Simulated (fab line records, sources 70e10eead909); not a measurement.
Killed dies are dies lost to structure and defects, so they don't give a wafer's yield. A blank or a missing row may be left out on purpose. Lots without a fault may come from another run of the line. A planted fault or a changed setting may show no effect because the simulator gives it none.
Which tool did it? | flow nand_harc | 12 lots, 36 wafers sampled, at 5 steps of a route of 1302

WHAT THE GAUGES READ, wafer by wafer
NHARC_A_ONON_D2_THK_MEAS_27: measures by ellipsometry. Usual: thk_nm 1002 nm, standard deviation 9.5.
lot  | measured     | on            | thk_nm (nm)    | flag
L592 | day 14 11:22 | film_metro-01 | 1005 1004 1004 |
L593 | day 14 16:46 | film_metro-02 | 1001 1003 1003 |
L594 | day 15 08:41 | film_metro-01 | 981 979 978    |
L595 | day 15 19:19 | film_metro-02 | 1018 1019 1021 |
L602 | day 19 02:21 | film_metro-01 | 997 998 995    |
L603 | day 19 02:22 | film_metro-02 | 1000 999 1000  |
L604 | day 19 11:38 | film_metro-01 | 1007 1006 1006 |
L605 | day 19 21:52 | film_metro-02 | 1004 1007 1005 |
L608 | day 21 19:28 | film_metro-02 | 996 996 998    |
L611 | day 22 09:55 | film_metro-01 | 1014 1016 1013 |
L609 | day 22 09:55 | film_metro-02 | 996 998 997    |
L610 | day 22 09:57 | film_metro-01 | 1011 1011 1013 |

NHARC_A_CHANNEL_HOLE_D2_CD_MEAS_18. Usual: cd_nm 99.3 nm, standard deviation 2.1.
lot  | measured     | on        | cd_nm (nm)       | flag
L592 | day 14 16:38 | cd_sem-03 | 100.9 99.0 94.5  |
L593 | day 14 21:52 | cd_sem-01 | 101.3 98.2 100.4 |
L594 | day 15 16:29 | cd_sem-02 | 100.3 102.3 99.3 |
L595 | day 16 00:27 | cd_sem-03 | 100.0 97.6 101.3 |
L602 | day 19 10:50 | cd_sem-03 | 99.3 103.8 100.0 |
L603 | day 19 12:47 | cd_sem-03 | 100.7 96.6 98.4  |
L604 | day 19 21:13 | cd_sem-02 | 97.7 97.0 98.8   |
L605 | day 20 03:04 | cd_sem-02 | 97.1 96.9 97.7   |
L608 | day 22 01:59 | cd_sem-01 | 98.8 98.2 98.7   |
L611 | day 22 14:54 | cd_sem-03 | 100.7 98.0 101.6 |
L609 | day 22 15:36 | cd_sem-03 | 98.6 101.3 101.2 |
L610 | day 22 16:41 | cd_sem-03 | 100.7 95.6 97.3  |

NHARC_END_SORT_01. Usual: killed_at_array 52, standard deviation 18; killed_at_other 1.2, standard deviation 1.5; killed_at_periphery 4, standard deviation 3.2; killed_dies 57, standard deviation 17; killed_open 3.1, standard deviation 1.9; killed_short 2.5, standard deviation 1.7.
lot  | measured     | on        | killed_at_array | killed_at_other | killed_at_periphery | killed_dies | killed_open | killed_short | flag
L603 | day 30 12:46 | prober-02 | 676 675 675     | 0 0 0           | 1 2 2               | 677 677 677 | 1 4 2       | 1 3 2        | OFF
L604 | day 31 08:42 | prober-02 | 675 670 672     | 0 5 4           | 2 2 1               | 677 677 677 | 5 3 6       | 6 0 3        | OFF

WHICH TOOL RAN EACH LOT (tool, then ch and the chambers of the sampled wafers, then the start)
lot  | NHARC_A_CHANNEL_HOLE_D2_ETCH_39               | NHARC_A_CHANNEL_HOLE_D2_ETCH_34
L592 | rie_diel-08 ch 0,1,3, day 14 15:58 or earlier | rie_diel-08 ch 1,2, day 14 15:58
L593 | rie_diel-02 ch 1,3, day 14 21:11 or earlier   | rie_diel-02 ch 0,3, day 14 21:11
L594 | rie_diel-08 ch 1,2,3, day 15 15:49 or earlier | rie_diel-08 ch 0,1,3, day 15 15:49
L595 | rie_diel-07 ch 1,2, day 15 23:47 or earlier   | rie_diel-07 ch 0,1,3, day 15 23:47
L602 | rie_diel-07 ch 0,1,2, day 19 10:10 or earlier | rie_diel-07 ch 0,1,3, day 19 10:10
L603 | rie_diel-02 ch 0,1,3, day 19 12:06 or earlier | rie_diel-02 ch 2,3, day 19 12:06
L604 | rie_diel-02 ch 0,1,3, day 19 20:32 or earlier | rie_diel-02 ch 0,2, day 19 20:32
L605 | rie_diel-08 ch 1,2,3, day 20 02:23 or earlier | rie_diel-08 ch 1,2, day 20 02:23
L608 | rie_diel-02 ch 1,2, day 22 01:18 or earlier   | rie_diel-02 ch 0,3, day 22 01:18
L611 | rie_diel-08 ch 0,1,2, day 22 14:13 or earlier | rie_diel-08 ch 0,1, day 22 14:13
L609 | rie_diel-08 ch 0,2,3, day 22 14:55 or earlier | rie_diel-08 ch 2,3, day 22 14:55
L610 | rie_diel-02 ch 1,3, day 22 16:00 or earlier   | rie_diel-02 ch 1,2,3, day 22 16:00
- NHARC_A_CHANNEL_HOLE_D2_ETCH_39: etches the open film in N2/H2, target depth 260 nm, time 325 s.
- NHARC_A_CHANNEL_HOLE_D2_ETCH_34: etches the open film in CF4/CHF3, target depth 154 nm, time 77 s.

WHAT THE TOOLS THEMSELVES READ (means of the sampled wafers that have a number; where no wafer has one, the mark that the record gives instead)
NHARC_A_CHANNEL_HOLE_D2_ETCH_39. Usual: bias_w 150.1 W, standard deviation 0.49; chamber_pressure_mTorr 30.002 mTorr, standard deviation 0.029; drypump_motor_current_A 5.9 A, standard deviation 0.49; oes_product_au 1.001 a.u., standard deviation 0.0092; rf_vpp_V 429.8 V, standard deviation 2.8; showerhead_plenum_p_Torr 2.02 Torr, standard deviation 0.095; throttle_valve_pct 14.171 %, standard deviation 0.0096.
lot  | tool        | bias_w (W) | chamber_pressure_mTorr (mTorr) | drypump_motor_current_A (A) | oes_product_au (a.u.) | rf_vpp_V (V) | showerhead_plenum_p_Torr (Torr) | throttle_valve_pct (%) | flag
L592 | rie_diel-08 | 150.7      | 30.005                         | 5.9                         | 1.006                 | 432.7        | 2.11                            | 14.163                 |
L593 | rie_diel-02 | 150.2      | 29.986                         | 6.0                         | 0.995                 | 427.6        | 1.95                            | 14.165                 |
L594 | rie_diel-08 | 150.2      | 30.010                         | 6.1                         | 1.001                 | 430.6        | 2.07                            | 14.173                 |
L595 | rie_diel-07 | 150.3      | 30.006                         | 5.7                         | 0.995                 | 429.5        | 2.00                            | 14.171                 |
L602 | rie_diel-07 | 150.1      | 30.039                         | 5.6                         | 0.997                 | 432.4        | 2.08                            | 14.167                 |
L603 | rie_diel-02 | 149.7      | 30.034                         | 5.8                         | 1.008                 | 428.3        | 1.95                            | 14.169                 |
L604 | rie_diel-02 | 150.0      | 30.008                         | 5.9                         | 1.005                 | 427.7        | 1.95                            | 14.174                 |
L605 | rie_diel-08 | 150.2      | 29.970                         | 6.1                         | 1.004                 | 430.7        | 2.07                            | 14.170                 |
L608 | rie_diel-02 | 149.6      | 29.990                         | 6.0                         | 1.007                 | 427.7        | 1.91                            | 14.176                 |
L611 | rie_diel-08 | 150.0      | 29.968                         | 5.7                         | 1.005                 | 430.3        | 2.04                            | 14.173                 |
L609 | rie_diel-08 | 150.3      | 30.008                         | 6.3                         | 1.008                 | 430.5        | 2.03                            | 14.165                 |
L610 | rie_diel-02 | 150.1      | 30.006                         | 6.0                         | 1.005                 | 427.8        | 1.94                            | 14.173                 |

NHARC_A_CHANNEL_HOLE_D2_ETCH_34. Usual: bias_w 200.1 W, standard deviation 0.55; cf4_flow_sccm 100.03 sccm, standard deviation 0.27; drypump_motor_current_A 5.9 A, standard deviation 0.5; oes_product_au 0.960 a.u., standard deviation 0.017; rf_vpp_V 370.1 V, standard deviation 2.5; showerhead_plenum_p_Torr 1.56 Torr, standard deviation 0.069; throttle_valve_pct 16.802 %, standard deviation 0.0095.
lot  | tool        | bias_w (W) | cf4_flow_sccm (sccm) | drypump_motor_current_A (A) | oes_product_au (a.u.) | rf_vpp_V (V) | showerhead_plenum_p_Torr (Torr) | throttle_valve_pct (%) | flag
L592 | rie_diel-08 | 199.5      | 99.96                | 5.9                         | 0.964                 | 370.2        | 1.55                            | 16.813                 |
L593 | rie_diel-02 | 200.0      | 100.18               | 5.7                         | 0.954                 | 368.9        | 1.52                            | 16.803                 |
L594 | rie_diel-08 | 200.5      | 100.11               | 5.9                         | 0.966                 | 371.8        | 1.62                            | 16.801                 |
L595 | rie_diel-07 | 200.0      | 99.99                | 5.7                         | 0.950                 | 371.1        | 1.57                            | 16.814                 |
L602 | rie_diel-07 | 199.6      | 99.99                | 5.7                         | 0.975                 | 370.7        | 1.56                            | 16.802                 |
L603 | rie_diel-02 | -          | -                    | -                           | -                     | -            | -                               | -                      | OFF
L604 | rie_diel-02 | -          | -                    | -                           | -                     | -            | -                               | -                      | OFF
L605 | rie_diel-08 | 200.3      | 99.81                | 5.9                         | 0.945                 | 369.7        | 1.55                            | 16.808                 |
L608 | rie_diel-02 | 199.8      | 99.98                | 5.7                         | 0.943                 | 368.5        | 1.52                            | 16.804                 |
L611 | rie_diel-08 | 200.4      | 100.31               | 5.4                         | 0.960                 | 372.3        | 1.63                            | 16.801                 |
L609 | rie_diel-08 | 199.7      | 99.85                | 6.4                         | 0.962                 | 369.8        | 1.54                            | 16.796                 |
L610 | rie_diel-02 | 200.2      | 100.32               | 6.0                         | 0.976                 | 367.5        | 1.50                            | 16.803                 |

THE ANSWER, worked out from the rows above alone
Rule: a lot is off if the mean of its wafers that have a number lies more than 3 standard deviations from the usual mean. A lot without any number at a reading at which 4 lots or more have one is off too. The other lots that the step has rows for count as sound. The gauges are gone through in route order, then the tools' own readings, and for those a lot's mean is taken as printed above. The first step at which some lot is off is used, and at that step the reading that is off furthest; a lot without a number counts as furthest.
Off: L603, L604, at NHARC_END_SORT_01 (killed_dies). Neither off nor sound, because the step has no rows for them: L592, L593, L594, L595, L602, L605, L608, L611, L609, L610.
A tool fits if, at a process step before that reading, it ran every lot that is off, and no sound lot after the first of them. The gauges at NHARC_END_SORT_01 aren't tried: what is off there is off at NHARC_A_CHANNEL_HOLE_D2_ETCH_34 too, on other tools, and a gauge's error can't cause that. NHARC_A_CHANNEL_HOLE_D2_ETCH_39 gives no start for some lots, so the hours and the order of its lots are those of NHARC_A_CHANNEL_HOLE_D2_ETCH_34. One fits: rie_diel-02 at NHARC_A_CHANNEL_HOLE_D2_ETCH_39 and NHARC_A_CHANNEL_HOLE_D2_ETCH_34. It ran no sound lot before its first lot that is off in this sample, so the start can't be narrowed down.

WHAT THE SIMULATOR HAD PUT IN
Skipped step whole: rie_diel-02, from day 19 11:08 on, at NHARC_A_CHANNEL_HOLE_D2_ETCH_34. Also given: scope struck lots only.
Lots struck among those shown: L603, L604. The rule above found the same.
